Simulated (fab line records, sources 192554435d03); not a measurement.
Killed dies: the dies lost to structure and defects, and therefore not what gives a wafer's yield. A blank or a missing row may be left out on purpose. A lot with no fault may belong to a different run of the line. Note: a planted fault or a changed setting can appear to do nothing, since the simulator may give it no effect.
One fault through the eyes of 3 desks	flow n5_finfet	numbers are kept per desk, each desk with only its own; the story behind them comes last

== THE TOOL OWNER'S DESK: pecvd-03 ==
The tool's own readings at N5_FIN_SAQP_HM_DEP_72 (deposits SiO2 from SiH4/N2O, target thk 12 nm, time 7.2 s): means of the sampled wafers that have a number, for each lot that ran on this tool. The brackets show how far a lot's mean lies from the usual mean; more than 4 standard deviations puts the lot out of limits, marked OUT.
Columns: A = heater_power_w at N5_FIN_SAQP_HM_DEP_72, usual 821 W; B = showerhead_plenum_p_Torr at N5_FIN_SAQP_HM_DEP_72, usual 8.19 Torr
lot	first seen here	A	B
L295	day 1 22:02	847	8.23
L300	day 3 03:42	875	8.18
L308	day 5 06:41	776	8.36
L309	day 5 13:38	963	8.02
L313	day 6 09:02	968	8.09
Finding of this desk: none of the 5 lots has anything out of limits.

== METROLOGY DESK ==
What the gauges read, lot by lot, whatever tool the lot ran on: means of the sampled wafers that have a number. The brackets show how far a lot's mean lies from the usual mean; more than 4 standard deviations puts the lot out of limits, marked OUT.
Columns: A = thk_nm at N5_FIN_SAQP_THK_MEAS_05, usual 38.1 nm; B = thk_nm at N5_FIN_SAQP_THK_MEAS_07, usual 60.1 nm; C = cd_nm at N5_FIN_SAQP_CD_MEAS_16, usual 35.5 nm; D = FIN_CORE_OVL at N5_FIN_SAQP_OVL_MEAS_17, usual -0.3 nm
lot	first seen here	A	B	C	D
L295	day 1 21:48	38.0	60.2	35.7	-1.7
L298	day 2 15:05	38.4	60.5	35.3	0.3
L300	day 3 03:28	38.3	59.3	35.2	0.2
L308	day 5 06:22	37.5	60.2	35.8	0.2
L309	day 5 13:21	37.6	60.2	35.9	-0.5
L311	day 5 22:48	37.8	60.0	35.5	-0.2
L313	day 6 08:48	37.8	59.6	35.1	0.5
Finding of this desk: none of the 7 lots has anything out of limits.

== THE DEFECT DESK ==
What the inspections along the route counted, lot by lot: means of the sampled wafers that have a number. The brackets show how far a lot's mean lies from the usual mean; more than 4 standard deviations puts the lot out of limits, marked OUT.
Columns: A = raw_defect_count at N5_FIN_SAQP_INSPECT_18, usual 433
lot	first seen here	A
L295	day 1 22:34	580
L298	day 2 15:50	406
L300	day 3 04:05	330
L308	day 5 07:15	627
L309	day 5 14:08	420
L311	day 5 23:33	368
L313	day 6 09:33	310
Finding of this desk: none of the 7 lots has anything out of limits.

== ALL TOGETHER ==
The tool owner's desk saw nothing out of limits.
The metrology desk saw nothing out of limits.
Nothing out of limits was seen by the defect desk.

== WHAT WAS PUT IN BY THE SIMULATOR ==
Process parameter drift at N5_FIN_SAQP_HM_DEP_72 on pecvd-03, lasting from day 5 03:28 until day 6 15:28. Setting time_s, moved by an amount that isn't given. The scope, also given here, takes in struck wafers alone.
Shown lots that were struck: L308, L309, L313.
